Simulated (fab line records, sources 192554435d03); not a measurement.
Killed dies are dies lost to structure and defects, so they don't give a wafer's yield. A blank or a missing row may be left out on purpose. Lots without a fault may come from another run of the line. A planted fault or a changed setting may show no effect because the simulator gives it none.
Split-lot experiment | flow n5_finfet | 7 lots, 39 wafers read, on a route of 1938 steps

THE SPLIT
At N5_SD_EPI_N_EPI_21 (deposits Si:P, time 690 s), the setting epi_growth_time_s was moved away from the recipe's 690 s on 15 of the 39 wafers read, by -46.2% to +46.8%. The other wafers ran this setting at the recipe's value.

The reading is taken at the split's own step.

THE READING
Si-P_of_SD_EPI_N_EPI_21.thk_nm (the simulator's own value, which no gauge read), in nm, at N5_SD_EPI_N_EPI_21 (deposits Si:P, time 690 s). The file gives no usual value for it. The 24 wafers here that ran the recipe average 59.1 nm, standard deviation 0.57 nm.

wafer  | tool, chamber at the split | epi_growth_time_s as run, s | against the recipe | Si-P_of_SD_EPI_N_EPI_21.thk_nm, nm | against lot-mates on the recipe
L074.1 | epi_rpcvd-04, 0            | 690                         | recipe             | 59.6                               | -
L074.2 | epi_rpcvd-04, 0            | 690                         | recipe             | 59                                 | -
L074.3 | epi_rpcvd-04, 0            | 803.3                       | +16.4%             | 65.6                               | +6.3
L074.4 | epi_rpcvd-04, 0            | 690                         | recipe             | 59.2                               | -
L074.5 | epi_rpcvd-04, 0            | 803.3                       | +16.4%             | 66                                 | +6.7
L074.6 | epi_rpcvd-04, 0            | 803.3                       | +16.4%             | 66.2                               | +6.9
L076.1 | epi_rpcvd-01, 0            | 690                         | recipe             | 59.6                               | -
L076.5 | epi_rpcvd-01, 0            | 690                         | recipe             | 59.6                               | -
L076.2 | epi_rpcvd-01, 0            | 1013                        | +46.8%             | 78                                 | +18.3
L076.3 | epi_rpcvd-01, 0            | 1013                        | +46.8%             | 79.2                               | +19.5
L076.4 | epi_rpcvd-01, 0            | 1013                        | +46.8%             | 79.8                               | +20.1
L076.6 | epi_rpcvd-01, 0            | 690                         | recipe             | 60                                 | -
L082.1 | epi_rpcvd-04, 0            | 690                         | recipe             | 60                                 | -
L082.4 | epi_rpcvd-04, 0            | 690                         | recipe             | 59.4                               | -
L082.6 | epi_rpcvd-04, 0            | 690                         | recipe             | 58.8                               | -
L086.1 | epi_rpcvd-02, 0            | 371.3                       | -46.2%             | 34.6                               | -24.7
L086.2 | epi_rpcvd-02, 0            | 371.3                       | -46.2%             | 34                                 | -25.3
L086.3 | epi_rpcvd-02, 0            | 371.3                       | -46.2%             | 34.4                               | -24.9
L086.4 | epi_rpcvd-02, 0            | 690                         | recipe             | 59.6                               | -
L086.5 | epi_rpcvd-02, 0            | 690                         | recipe             | 59.2                               | -
L086.6 | epi_rpcvd-02, 0            | 690                         | recipe             | 59                                 | -
L088.1 | epi_rpcvd-04, 0            | 690                         | recipe             | 57.6                               | -
L088.2 | epi_rpcvd-04, 0            | 569.2                       | -17.5%             | 51                                 | -7.1
L088.3 | epi_rpcvd-04, 0            | 569.2                       | -17.5%             | 51.4                               | -6.7
L088.4 | epi_rpcvd-04, 0            | 690                         | recipe             | 58.4                               | -
L088.6 | epi_rpcvd-04, 0            | 690                         | recipe             | 58.4                               | -
L088.5 | epi_rpcvd-04, 0            | 569.2                       | -17.5%             | 51.6                               | -6.5
L094.1 | epi_rpcvd-04, 0            | 930.7                       | +34.9%             | 73.4                               | +14.7
L094.2 | epi_rpcvd-04, 0            | 690                         | recipe             | 59                                 | -
L094.5 | epi_rpcvd-04, 0            | 690                         | recipe             | 59                                 | -
L094.3 | epi_rpcvd-04, 0            | 930.7                       | +34.9%             | 72.2                               | +13.5
L094.4 | epi_rpcvd-04, 0            | 930.7                       | +34.9%             | 72.4                               | +13.7
L094.6 | epi_rpcvd-04, 0            | 690                         | recipe             | 58                                 | -
L095.1 | epi_rpcvd-02, 0            | 690                         | recipe             | 59.2                               | -
L095.2 | epi_rpcvd-02, 0            | 690                         | recipe             | 58.8                               | -
L095.3 | epi_rpcvd-02, 0            | 690                         | recipe             | 59.4                               | -
L095.4 | epi_rpcvd-02, 0            | 690                         | recipe             | 59.4                               | -
L095.5 | epi_rpcvd-02, 0            | 690                         | recipe             | 59.4                               | -
L095.6 | epi_rpcvd-02, 0            | 690                         | recipe             | 59.4                               | -

THE FIT
A straight line over all 39 wafers: Si-P_of_SD_EPI_N_EPI_21.thk_nm changes by +0.461 nm for each +1% of epi_growth_time_s; r = +0.99; the points scatter about the line by 1.3 nm.
The same after taking each lot's own level away (the mean of its wafers on the recipe; 39 wafers): +0.456 nm for each +1%; r = +0.99; scatter 1.4 nm.
On that fit, the largest move of epi_growth_time_s shifts the reading by 21 nm.
The lots' own levels span 58.13 to 59.73 nm, that is 2.8 times the standard deviation above.
So the lot-to-lot level changes the slope little: the two slopes agree.
Check: with one of the wafers moved furthest among these (+46.8%) left out of the fit, the line predicts +21.2 nm for it against its lot-mates. It came out at +18.3 nm against them.

OTHER SPLITS ON THESE WAFERS
These wafers also went through other splits before the reading. Each is held against what the fit with the lots' levels taken away leaves over:
other split on the same wafers          | wafers away from the commonest value | r with Si-P_of_SD_EPI_N_EPI_21.thk_nm (lot level and that fit taken away)
N5_ZERO_LAYER_DEVELOP_10 develop_time_s | 12                                   | -0.10

THE WHOLE CHAIN: every reading that the file lists as answering this split, in the file's order
step                        | what it does                 | reading                                                                         | change (the file's fit)                                                              | r (the file's)
N5_SD_EPI_N_EPI_21          | deposits Si:P, time 690 s    | Si-P_of_SD_EPI_N_EPI_21.thk_nm (the simulator's own value, which no gauge read) | +0.453 nm for each +1% of the setting                                                | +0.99
N5_SD_EPI_N_EPI_MEAS_23     |                              | thk_nm                                                                          | withheld for each +1% of the setting                                                 | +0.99
N5_SD_ACTIVATION_RS_MEAS_03 | measures by four-point-probe | RS_SD_N                                                                         | not straight: 37.60 at the lowest setting, 21.81 at the recipe, 16.37 at the highest | not given

THE FILE'S OWN FIT
Si-P_of_SD_EPI_N_EPI_21.thk_nm changes by +0.453 nm for each +1% of epi_growth_time_s, r = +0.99.
